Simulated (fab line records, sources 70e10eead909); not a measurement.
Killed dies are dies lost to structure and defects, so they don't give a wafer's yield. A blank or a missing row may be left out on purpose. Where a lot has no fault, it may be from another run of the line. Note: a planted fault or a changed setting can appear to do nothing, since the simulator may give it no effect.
Which tool is to blame? -- flow nand_harc -- 33 wafers from 11 lots sampled at 3 of the route's 1302 steps

WHAT THE GAUGES SHOWED, per wafer
NHARC_A_CHANNEL_HOLE_D1_INSPECT_40.
lot,measured,on,raw_defect_count
L801,day 8 21:28,defect_inspect-01,49 49 59
L802,day 9 10:52,defect_inspect-02,68 59 60
L803,day 9 13:43,defect_inspect-02,109 121 100
L804,day 10 01:44,defect_inspect-02,93 58 62
L806,day 11 01:47,defect_inspect-02,29 42 41
L807,day 11 15:22,defect_inspect-01,80 87 98
L808,day 11 18:46,defect_inspect-02,50 55 60
L809,day 12 03:51,defect_inspect-01,126 103 126
L818,day 15 16:19,defect_inspect-02,747 804 132
L820,day 16 13:04,defect_inspect-01,716 119 104
L824,day 18 08:02,defect_inspect-02,77 58 63

WHICH TOOL RAN EACH LOT (tool, then ch and the chambers of the sampled wafers, then the start)
lot,NHARC_A_CHANNEL_HOLE_D1_ETCH_39,NHARC_A_CHANNEL_HOLE_D1_ETCH_21
L801,"rie_diel-07 ch 1,3, day 8 16:11 or earlier","har_etch-01 ch 0,1, day 8 16:11"
L802,"rie_diel-10 ch 1,2,3, day 9 05:48 or earlier","har_etch-01 ch 0,1, day 9 05:48"
L803,"rie_diel-10 ch 1,2,3, day 9 08:30 or earlier","har_etch-02 ch 0,1, day 9 08:30"
L804,"rie_diel-10 ch 0,1,2, day 9 20:35 or earlier","har_etch-01 ch 0,1, day 9 20:35"
L806,"rie_diel-12 ch 0,1, day 10 20:31 or earlier","har_etch-01 ch 0,1, day 10 20:31"
L807,"rie_diel-07 ch 0,2,3, day 11 09:53 or earlier","har_etch-02 ch 0,1, day 11 09:53"
L808,"rie_diel-12 ch 0,1,3, day 11 13:31 or earlier","har_etch-01 ch 0,1, day 11 13:31"
L809,"rie_diel-10 ch 0,3, day 11 22:35 or earlier","har_etch-02 ch 0,1, day 11 22:35"
L818,"rie_diel-10 ch 0,2,3, day 15 11:05 or earlier","har_etch-02 ch 0,1, day 15 11:05"
L820,"rie_diel-10 ch 0,1,3, day 16 07:48 or earlier","har_etch-02 ch 0,1, day 16 07:48"
L824,"rie_diel-10 ch 0,1, day 18 02:58 or earlier","har_etch-01 ch 0,1, day 18 02:58"
- NHARC_A_CHANNEL_HOLE_D1_ETCH_39: etches the open film in N2/H2, target depth 260 nm, time 325 s.
- NHARC_A_CHANNEL_HOLE_D1_ETCH_21: etches the open film in C4F8/O2/Ar, time 514.3 s, target depth 1600 nm.

THE ANSWER, worked out from the rows above alone
Rule: what is usual is taken from the lots themselves. Put in order of their means at a reading, lots are off if they are a third of the lots or fewer, leave a main group of 4 or more, and stand apart from it by a gap of 3 or more times the standard deviation of the main group's means; of several such gaps the widest counts. A main group whose means are all the same, to the digits that the tables above print for the reading, isn't used. A lot without any number at a reading at which 4 lots or more have one is off too. The other lots that the step has rows for count as sound.
Off at NHARC_A_CHANNEL_HOLE_D1_INSPECT_40 (raw_defect_count): L818, L820. The main group has a mean of 73 with a standard deviation of 25.
If a tool, at a process step before that reading, ran all the lots that are off and no sound lot after the first of them, it fits. Gauges at NHARC_A_CHANNEL_HOLE_D1_INSPECT_40: tried the same way as those tools. With no start given for some of its lots, NHARC_A_CHANNEL_HOLE_D1_ETCH_39 uses the hours and lot order of NHARC_A_CHANNEL_HOLE_D1_ETCH_21. One candidate fits, namely har_etch-02 at NHARC_A_CHANNEL_HOLE_D1_ETCH_21. Its last sound lot is L809 (day 11 22:35), its first lot that is off L818 (day 15 11:05): a fault that began between those two fits.

WHAT THE SIMULATOR HAD PUT IN
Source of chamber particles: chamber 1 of har_etch-02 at NHARC_A_CHANNEL_HOLE_D1_ETCH_21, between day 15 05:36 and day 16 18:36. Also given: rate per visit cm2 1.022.
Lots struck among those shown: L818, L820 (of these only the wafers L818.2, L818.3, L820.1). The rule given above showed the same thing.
